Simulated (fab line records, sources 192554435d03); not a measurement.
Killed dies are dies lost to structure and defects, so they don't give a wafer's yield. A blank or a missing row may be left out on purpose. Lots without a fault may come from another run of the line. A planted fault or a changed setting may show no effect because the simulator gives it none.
Chamber matching | flow n5_finfet | N5_BEOL_M8_DESCUM_33 on rie_diel-01: 4 sister chambers
The step chemistry O2, time 7 s. 4 wafers are shown with their chamber, then 10 later ones without.

WAFERS WITH THEIR CHAMBER
wafer  | chamber | throttle_valve_pct (%)
L079.3 | 2       | 20.64
L089.4 | 0       | 20.59
L090.3 | 1       | 20.33
L090.4 | 3       | 20.67

WAFERS WITHOUT THEIR CHAMBER
wafer  | throttle_valve_pct (%)
L090.6 | 20.59
L092.3 | 20.34
L092.5 | 20.66
L092.6 | 20.34
L093.2 | 20.66
L093.3 | 20.33
L093.4 | 20.69
L096.1 | 20.68
L096.2 | 20.61
L096.5 | 20.68

WHICH CHAMBER EACH WENT THROUGH
wafer  | from the rows above     | in truth
L090.6 | 0                       | 0
L092.3 | 1                       | 1
L092.5 | can't be placed: 3 or 2 | 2
L092.6 | 1                       | 1
L093.2 | can't be placed: 3 or 2 | 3
L093.3 | 1                       | 1
L093.4 | 3                       | 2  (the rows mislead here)
L096.1 | 3                       | 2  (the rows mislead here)
L096.2 | can't be placed: 0 or 2 | 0
L096.5 | 3                       | 3
Placed correctly: 5 of 10. Can't be placed from these rows: 3 (the true chamber is among the candidates in 3). Placed wrongly: 2.
How it was worked out, from the rows above alone: a wafer's distance from a chamber is the root of the sum, over the readings, of the square of ((its reading less the chamber's mean) divided by the reading's scatter). The wafer belongs to the nearest chamber; if the next one is less than 2 further off, it can't be placed. A chamber's mean is the mean of its shown wafers. The scatter: with one shown wafer a chamber, the root of the mean of the squares of how far each hidden wafer lies from its nearest shown one.
